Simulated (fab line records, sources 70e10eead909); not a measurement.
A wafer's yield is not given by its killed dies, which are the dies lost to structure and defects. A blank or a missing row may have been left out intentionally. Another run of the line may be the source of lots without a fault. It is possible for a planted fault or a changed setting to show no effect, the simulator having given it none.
fab line records    flow nandHarc
[record] lots = 12  wafers = 36  lastDay = 25
route steps=1159 shown P_ZERO_WELL@14 P_STI@87 END@1159
lots that met no fault: taken from a fault-free run of the same line
startH: hours from the record's first day to the start of the lot's first wafer shown    waitH: hours from the lot's prior step to this one    " as in the row above    L1.1+2: a row that stands for several wafers    - no value, or no start was given    * or withheld: withheld    < > ~ a bound
route shown NAME@n: names a module that has steps shown in the file, with the first one's number in the route    usual: mean and standard deviation over wafers with no fault    same: alike in all rows    chamber/n: place in a boat    sites: per-site readings    _std_site: their standard deviation    _edge_site: outer sites' mean less inner sites'    radiusMm: how far each site lies from the wafer's centre    mask NAME#n: copy n    behind: the last tool/chamber to shape the wafer    hold: why the lot went on hold/how many hours it stayed there/how the hold came to an end    device: which transistor (n, p or np) failed to switch    end of line: tests of these same wafers at the route's end    a step given without rows: its recipe and nothing more    killed: dies lost to structure and defects at the first sort, not the wafer's yield    map: per-die view of a wafer (x killed, . not killed, _ where there is no die)
set.NAME: the run value of the setting; set.NAME@STEP: its run value at that earlier step    model.NAME: the simulator's own value behind a step, which no gauge read
route steps across a sampled set of lots; one table per step, one row per wafer
services: from which hour (startH, from the record's first day; less than 0 if before it) a tool's chamber was out of use, for how many hours, and why
[[steps]]
[step NHARC_P_ZERO_WELL_CD_MEAS_11]
[recipe] targetCdNm = 500  landingEnergyEv = 500
[usual] cdNm = 500.2/2.6
lot.wafer  tool      chamber  startH  waitH  cdNm
L821.1     cdSem-02  0        13.27   -      501.4
L821.2     "         0        "       "      499.8
L821.6     "         0        "       "      504.9
L823.1     cdSem-03  0        25.24   -      501.6
L823.3     "         0        "       "      503.2
L823.6     "         0        "       "      504.8
L825.1     cdSem-01  0        37.23   -      496.9
L825.2     "         0        "       "      503.6
L825.4     "         0        "       "      499.3
L826.1     cdSem-02  0        43.13   -      499.7
L826.3     "         0        "       "      501.2
L826.6     "         0        "       "      500.0
L829.1     cdSem-01  0        61.24   -      499.1
L829.3     "         0        "       "      501.1
L829.4     "         0        "       "      499.8
L831.1     cdSem-02  0        73.14   -      504.7
L831.2     "         0        "       "      499.9
L831.6     "         0        "       "      501.9
L834.2     cdSem-02  0        91.24   -      495.8
L834.3     "         0        "       "      497.4
L834.4     "         0        "       "      495.3
L838.1     cdSem-02  0        115.11  -      500.2
L838.3     "         0        "       "      498.8
L838.5     "         0        "       "      502.3
L841.1     cdSem-03  0        133.13  -      498.5
L841.3     "         0        "       "      499.5
L841.5     "         0        "       "      502.9
L842.1     cdSem-01  0        139.11  -      498.8
L842.4     "         0        "       "      499.7
L842.6     "         0        "       "      495.2
L843.1     cdSem-03  0        145.11  -      498.6
L843.5     "         0        "       "      505.9
L843.6     "         0        "       "      505.3
L844.2     cdSem-03  0        151.11  -      499.8
L844.4     "         0        "       "      501.8
L844.5     "         0        "       "      501.5
[step NHARC_P_ZERO_WELL_ETCH_62]
[recipe] targetDepthA = 130  timeS = 6.5  chf3FlowSccm = 50  arFlowSccm = 200  rfW = 500  biasW = 200  chemistry = CHF3/Ar
[usual] drypumpMotorCurrentA = 5.84/0.29  oesProductAu = 0.966/0.018  rfVppV = 370.7/2.5  showerheadPlenumPTorr = 2.35/0.11  throttleValvePct = 20.216/0.0099
lot.wafer  tool        chamber  startH  waitH  drypumpMotorCurrentA  oesProductAu  rfHoursCounterH  rfVppV  showerheadPlenumPTorr  throttleValvePct
L821.2     rieDiel-01  1        -       -      5.43                  0.976         3                373.3   2.40                   20.211
L821.1     "           2        "       "      6.03                  0.942         3                372.8   2.48                   20.210
L821.6     "           1        "       "      5.42                  0.964         -                371.9   2.40                   20.221
L823.3     rieDiel-09  2        -       -      5.71                  0.969         8                369.2   2.29                   20.222
L823.1     "           3        "       "      5.31                  0.978         8                374.9   2.52                   20.209
L823.6     "           2        "       "      5.74                  0.968         -                370.4   2.28                   20.205
L825.2     rieDiel-07  0        -       -      5.64                  0.967         11               371.4   2.35                   20.200
L825.4     "           1        "       "      5.97                  0.984         11               369.7   2.26                   20.198
L825.1     "           2        "       "      6.09                  0.963         11               371.8   2.37                   20.219
L826.1     rieDiel-09  0        -       -      5.81                  0.967         9                373.5   2.52                   20.217
L826.3     "           3        "       "      5.31                  0.950         9                375.8   2.52                   20.203
L826.6     "           0        "       "      5.80                  0.964         -                371.9   2.52                   20.233
L829.4     rieDiel-07  1        -       -      5.97                  0.993         0                368.5   2.26                   20.213
L829.1     "           2        "       "      6.09                  0.950         0                370.7   2.37                   20.209
L829.3     "           0        "       "      5.63                  0.985         0                369.6   2.34                   20.234
L831.1     rieDiel-07  0        -       -      5.63                  0.957         1                372.2   2.34                   20.244
L831.2     "           1        "       "      5.98                  0.983         2                369.3   2.26                   20.221
L831.6     "           1        "       "      5.99                  0.971         -                368.4   2.26                   20.224
L834.3     rieDiel-09  1        -       -      5.62                  0.997         0                367.4   2.26                   20.222
L834.2     "           2        "       "      5.71                  0.950         0                370.5   2.28                   20.204
L834.4     "           0        "       "      5.83                  0.995         0                374.7   2.52                   20.204
L838.1     rieDiel-07  3        -       -      6.28                  0.950         4                367.3   2.20                   20.196
L838.3     "           3        "       "      6.32                  0.960         -                367.1   2.20                   20.218
L838.5     "           2        "       "      6.07                  0.943         -                370.5   2.36                   20.228
L841.3     rieDiel-01  2        -       -      6.01                  0.942         10               373.4   2.48                   20.219
L841.1     "           0        "       "      6.07                  0.983         11               372.2   2.45                   20.206
L841.5     "           3        "       "      5.85                  0.971         -                371.2   2.34                   20.213
L842.4     rieDiel-09  3        -       -      5.31                  0.975         3                374.0   2.52                   20.215
L842.1     "           1        "       "      5.62                  0.973         5                368.5   2.26                   20.213
L842.6     "           3        "       "      5.31                  0.977         -                374.9   2.52                   20.215
L843.1     rieDiel-09  2        -       -      5.70                  0.949         4                369.7   2.28                   20.211
L843.5     "           1        "       "      5.61                  1.004         -                366.7   2.26                   20.208
L843.6     "           2        "       "      5.72                  0.959         -                367.2   2.28                   20.217
L844.4     rieDiel-07  2        -       -      6.06                  0.973         8                372.8   2.36                   20.218
L844.2     "           3        "       "      6.29                  0.972         7                367.4   2.20                   20.209
L844.5     "           3        "       "      6.28                  0.971         -                366.2   2.20                   20.205
[step NHARC_P_ZERO_WELL_EXPOSE_34]
[recipe] na = 0.6  targetCdNm = 720  doseMj = 22.31  maskId = P_PWELL
lot.wafer   tool           chamber  startH  waitH  mask
L821.1+2+6  krfScanner-01  0        16.10   -      P_PWELL#0
L823.1+3+6  krfScanner-01  0        28.02   -      P_PWELL#0
L825.1+2+4  krfScanner-01  0        39.94   -      P_PWELL#0
L826.1+3+6  krfScanner-03  0        45.90   -      P_PWELL#0
L829.1+3+4  krfScanner-03  0        64.08   -      P_PWELL#0
L831.1+2+6  krfScanner-01  0        76.01   -      P_NWELL#0
L834.2+3+4  krfScanner-03  0        93.83   -      P_PWELL#0
L838.1+3+5  krfScanner-01  0        117.95  -      P_PWELL#0
L841.1+3+5  krfScanner-01  0        135.87  -      P_PWELL#0
L842.1+4+6  krfScanner-04  0        142.06  -      P_PWELL#0
L843.1+5+6  krfScanner-04  0        147.68  -      P_PWELL#0
L844.2+4+5  krfScanner-04  0        153.84  -      P_PWELL#0
[step NHARC_P_ZERO_WELL_CD_MEAS_37]
[recipe] targetCdNm = 720  landingEnergyEv = 500
[usual] cdNm = 718.7/2.4
lot.wafer  tool      chamber  startH  waitH  cdNm
L821.1     cdSem-02  0        16.25   -      719.0
L821.2     "         0        "       "      715.6
L821.6     "         0        "       "      721.0
L823.1     cdSem-03  0        28.17   -      718.3
L823.3     "         0        "       "      720.5
L823.6     "         0        "       "      720.2
L825.1     cdSem-01  0        40.10   -      721.8
L825.2     "         0        "       "      719.8
L825.4     "         0        "       "      719.3
L826.1     cdSem-01  0        46.06   -      720.5
L826.3     "         0        "       "      717.1
L826.6     "         0        "       "      717.8
L829.1     cdSem-02  0        64.24   -      716.5
L829.3     "         0        "       "      719.6
L829.4     "         0        "       "      717.1
L831.1     cdSem-03  0        76.17   -      -
L831.2     "         0        "       "      -
L831.6     "         0        "       "      -
L834.2     cdSem-02  0        93.99   -      720.5
L834.3     "         0        "       "      717.1
L834.4     "         0        "       "      721.3
L838.1     cdSem-02  0        118.11  -      718.1
L838.3     "         0        "       "      719.3
L838.5     "         0        "       "      720.1
L841.1     cdSem-02  0        136.04  -      720.1
L841.3     "         0        "       "      722.6
L841.5     "         0        "       "      717.0
L842.1     cdSem-02  0        142.22  -      716.5
L842.4     "         0        "       "      715.2
L842.6     "         0        "       "      715.5
L843.1     cdSem-01  0        147.84  -      713.7
L843.5     "         0        "       "      721.0
L843.6     "         0        "       "      718.2
L844.2     cdSem-03  0        153.99  -      717.2
L844.4     "         0        "       "      720.0
L844.5     "         0        "       "      718.2
[step NHARC_P_STI_DESCUM_14]
[recipe] timeS = 3  o2FlowSccm = 200  arFlowSccm = 0  biasPowerW = 0  chemistry = O2
[usual] drypumpMotorCurrentA = 5.8/0.46  o2FlowSccm = 200.1/0.6  oesProductAu = 1.000/0.012  rfVppV = 57.7/0.85  showerheadPlenumPTorr = 1.92/0.09  throttleValvePct = 11.311/0.0091
lot.wafer  tool        chamber  startH  waitH  drypumpMotorCurrentA  o2FlowSccm  oesProductAu  rfHoursCounterH  rfVppV  showerheadPlenumPTorr  throttleValvePct
L821.1     rieDiel-11  2        37.63   -      5.5                   200.1       1.017         1.7              56.2    1.82                   11.303
L821.2     "           3        "       "      5.6                   199.9       1.011         1.8              58.5    2.02                   11.312
L821.6     "           2        "       "      5.5                   200.9       1.018         -                56.7    1.82                   11.320
L823.3     rieDiel-08  2        50.86   -      5.4                   200.6       0.989         2.7              57.8    1.80                   11.305
L823.1     "           0        "       "      6.2                   200.5       0.991         2.5              58.4    2.06                   11.319
L823.6     "           2        "       "      5.4                   200.3       0.992         -                57.7    1.80                   11.311
L825.2     rieDiel-11  1        60.68   -      5.9                   199.2       1.011         3.2              57.8    1.96                   11.307
L825.1     "           2        "       "      5.5                   199.6       1.015         2.8              56.8    1.82                   11.311
L825.4     "           0        "       "      5.8                   200.6       0.993         3.2              56.5    1.85                   11.310
L826.3     rieDiel-11  1        67.39   -      5.8                   200.9       1.002         3.4              57.9    1.96                   11.303
L826.1     "           3        "       "      5.6                   199.7       0.994         3.1              57.1    2.02                   11.303
L826.6     "           1        "       "      5.9                   200.9       1.008         -                59.5    1.96                   11.323
L829.4     rieDiel-11  1        83.18   -      5.9                   198.9       0.995         4.5              59.0    1.96                   11.305
L829.1     "           2        "       "      5.5                   200.1       1.001         3.8              58.7    1.82                   11.320
L829.3     "           3        "       "      5.6                   200.0       1.004         4.0              58.5    2.02                   11.315
L834.2     rieDiel-08  0        115.41  -      6.2                   199.8       0.970         4.4              58.6    2.06                   11.312
L834.3     "           1        "       "      6.8                   199.9       0.999         3.5              57.5    1.88                   11.323
L834.4     "           3        "       "      5.1                   199.8       0.995         4.6              56.3    1.91                   11.309
L838.1     rieDiel-11  1        138.64  -      5.8                   200.4       1.005         7.6              57.4    1.96                   11.312
L838.3     "           3        "       "      5.6                   201.1       0.996         8.1              57.9    2.02                   11.313
L838.5     "           0        "       "      5.8                   200.8       0.994         -                55.3    1.85                   11.317
L841.3     rieDiel-05  1        151.79  -      6.1                   200.7       0.976         5.9              58.0    1.96                   11.319
L841.1     "           3        "       "      6.6                   198.3       0.998         6.0              58.6    2.03                   11.320
L841.5     "           1        "       "      6.0                   200.1       0.991         -                58.1    1.96                   11.309
L842.1     rieDiel-08  0        163.29  -      6.2                   200.3       0.999         0.8              58.3    2.06                   11.316
L842.4     "           2        "       "      5.4                   199.8       1.021         0.8              56.9    1.80                   11.308
L842.6     "           0        "       "      6.1                   200.4       0.999         -                56.8    2.06                   11.297
L843.1     rieDiel-11  0        163.46  -      5.8                   199.9       0.982         10.2             58.2    1.85                   11.306
L843.6     "           2        "       "      5.6                   200.2       1.000         -                57.0    1.82                   11.309
L843.5     "           3        "       "      5.5                   199.3       1.012         -                57.9    2.02                   11.300
L844.4     rieDiel-05  0        173.22  -      5.6                   199.4       1.001         0                56.6    1.80                   11.305
L844.2     "           2        "       "      6.1                   199.7       0.997         0                57.7    1.80                   11.319
L844.5     "           0        "       "      5.5                   199.6       0.997         -                57.5    1.80                   11.327
[step NHARC_END_SORT_01]
[recipe] tempC = 25
[usual] killedAtArray = 24/8.7  killedAtOther = 0.8/1.2  killedAtPeriphery = 3.6/2.3  killedDies = 28/8.9  killedOpen = 3.2/1.9  killedShort = 2.0/1.6
[same] grossDies = 677
lot.wafer  tool       chamber  startH  waitH  killedAtArray  killedAtOther  killedAtPeriphery  killedDies  killedOpen  killedShort
L825.1     prober-01  0        480.09  2.5    10             0              4                  14          5           0
L825.2     prober-01  0        480.89  2.8    13             0              4                  17          4           1
L825.4     prober-01  0        482.49  3.4    11             1              4                  16          4           1
L831.1     prober-01  0        496.70  2.5    32             0              645                677         3           0
L831.2     prober-01  0        497.50  2.8    28             0              649                677         4           2
L831.6     prober-01  0        500.69  4.0    39             0              638                677         1           0
L842.1     prober-02  0        585.23  2.5    25             3              2                  30          4           1
L842.4     prober-02  0        587.64  3.4    15             3              4                  22          3           2
L842.6     prober-02  0        589.24  4.0    16             3              3                  22          3           0
// killed by level:class
L825.1 A_CHANNEL_HOLE_D1:chamberFilmFlake=4 A_CONTACT:geometricParticle:open=2 P_STI:chamberFilmFlake=2 P_CONTACT:geometricParticle:open=1 A_SGD_CUT:geometricParticle:open=1 A_M1:geometricParticle:open=1 P_ZERO_WELL:chamberFilmFlake=1 A_STAIRCASE:chamberFilmFlake=1
L825.2 A_STAIRCASE:chamberFilmFlake=7 A_CHANNEL_HOLE_D1:chamberFilmFlake=3 A_SGD_CUT:geometricParticle:open=2 P_GATE:geometricParticle:short=1 P_CONTACT:geometricParticle:open=1 P_M2:geometricParticle:open=1 P_STI:chamberFilmFlake=1 A_CONTACT:chamberFilmFlake=1
L825.4 A_CHANNEL_HOLE_D1:chamberFilmFlake=5 P_STI:chamberFilmFlake=3 A_CONTACT:geometricParticle:open=2 P_M1:geometricParticle:open=1 A_M1:geometricParticle:open=1 STARTING-WAFER:geometricParticle:short=1 A_STAIRCASE:chamberFilmFlake=1 A_SLIT:chamberFilmFlake=1
L831.1 P_ZERO_WELL:areaExpose=641 A_CHANNEL_HOLE_D1:chamberFilmFlake=18 A_SLIT:chamberFilmFlake=8 P_BONDPAD:chamberFilmFlake=4 A_STAIRCASE:chamberFilmFlake=2 A_CHANNEL_HOLE_D1:geometricParticle:open=1 A_CHANNEL_FILL_D1:geometricParticle:open=1 A_M0:geometricParticle:open=1
L831.2 P_ZERO_WELL:areaExpose=644 A_CHANNEL_HOLE_D1:chamberFilmFlake=12 A_SLIT:chamberFilmFlake=10 P_M2:chamberFilmFlake=2 P_GATE:geometricParticle:open=1 P_CONTACT:geometricParticle:open=1 A_WL_FILL:geometricParticle:short=1 A_CONTACT:geometricParticle:short=1
L831.6 P_ZERO_WELL:areaExpose=633 A_CHANNEL_HOLE_D1:chamberFilmFlake=16 A_SLIT:chamberFilmFlake=12 A_STAIRCASE:chamberFilmFlake=6 P_BONDPAD:chamberFilmFlake=3 A_CONTACT:chamberFilmFlake=3 A_WL_FILL:chamberFilmFlake=2 P_GATE:geometricParticle:open=1
L842.1 A_CHANNEL_HOLE_D1:chamberFilmFlake=12 A_CONTACT:chamberFilmFlake=6 THIN_TSV:chamberFilmFlake=2 P_M0:geometricParticle:open=1 A_SOURCE_PLATE:geometricParticle:open=1 A_SGD_CUT:geometricParticle:open=1 A_M0:geometricParticle:short=1 P_STI:chamberFilmFlake=1
L842.4 A_CHANNEL_HOLE_D1:chamberFilmFlake=8 THIN_TSV:chamberFilmFlake=3 P_M1:geometricParticle:open=2 P_ZERO_WELL:chamberFilmFlake=2 A_STAIRCASE:chamberFilmFlake=2 A_SOURCE_PLATE:geometricParticle:short=1 A_CHANNEL_HOLE_D1:geometricParticle:short=1 A_BLC:geometricParticle:open=1
L842.6 A_CHANNEL_HOLE_D1:chamberFilmFlake=8 A_STAIRCASE:chamberFilmFlake=4 THIN_TSV:chamberFilmFlake=3 A_CONTACT:chamberFilmFlake=2 P_GATE:geometricParticle:open=1 A_CONTACT:geometricParticle:open=1 A_M0:geometricParticle:open=1 P_STI:chamberFilmFlake=1
[[services]]
tool           chamber  startH  hours  kind
rieDiel-07     -        -10.36  0.4    repair
krfScanner-03  -        -4.00   4.0    pm
rieDiel-11     0        7.26    10.8   repair
rieDiel-09     -        9.60    0.7    repair
rieDiel-11     -        12.50   9.0    pm
rieDiel-07     2        15.70   7.7    repair
rieDiel-08     2        26.83   1.9    repair
krfScanner-04  -        27.53   0.4    repair
rieDiel-08     1        31.27   14.8   repair
krfScanner-03  -        37.62   0.5    repair
rieDiel-09     1        42.56   4.5    repair
rieDiel-07     3        43.39   5.4    repair
krfScanner-03  -        49.36   4.2    repair
rieDiel-07     -        51.20   9.0    pm
krfScanner-04  -        56.90   0.2    repair
rieDiel-07     0        76.63   3.3    repair
rieDiel-09     -        77.10   9.0    pm
krfScanner-01  -        84.00   4.0    pm
rieDiel-11     -        91.41   1.0    repair
rieDiel-07     3        100.00  7.4    repair
rieDiel-07     1        109.51  13.7   repair
rieDiel-07     0        112.30  3.6    repair
rieDiel-07     2        123.05  2.3    repair
rieDiel-09     2        164.67  4.8    repair
[[key]]
[firstSign] step = NHARC_P_ZERO_WELL_EXPOSE_34  reading = mask  direction = changed
[effect] step = NHARC_P_ZERO_WELL_CD_MEAS_37  reading = cdNm  direction = missing
[effect] step = NHARC_END_SORT_01  reading = killedAtPeriphery  direction = up  sigmas = 99+  usual = 3.6  struck = 644
[moreKillsBornAt] NHARC_P_ZERO_WELL_EXPOSE_34@krfScanner-01 = 1918
metAt NHARC_P_ZERO_WELL_EXPOSE_34
struckLots L831
laterRowsLeftOut L831.1,L831.2,L831.6
testerLeftOut L831
notActingAt NHARC_P_ZERO_WELL_CD_MEAS_11,NHARC_P_ZERO_WELL_ETCH_62,NHARC_P_STI_DESCUM_14
onsetBetween 39.94 76.01
[fault] kind = wrongMask  tool = any  chamber = -  onsetH = 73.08  steps = NHARC_P_ZERO_WELL_EXPOSE_34  auxCopy = P_NWELL#0  scope = struckLotsOnly
// testerLeftOut: of these lots the tester's yield and bins aren't shown, on N5 and GAA mostly nor the transistor test; their killed dies are dies lost to structure and defects alone, not to doping, threshold or leakage, so they don't give the yield
// laterRowsLeftOut: the simulator's readings of these wafers behind a module that went badly wrong aren't trusted and aren't shown, but for the sort
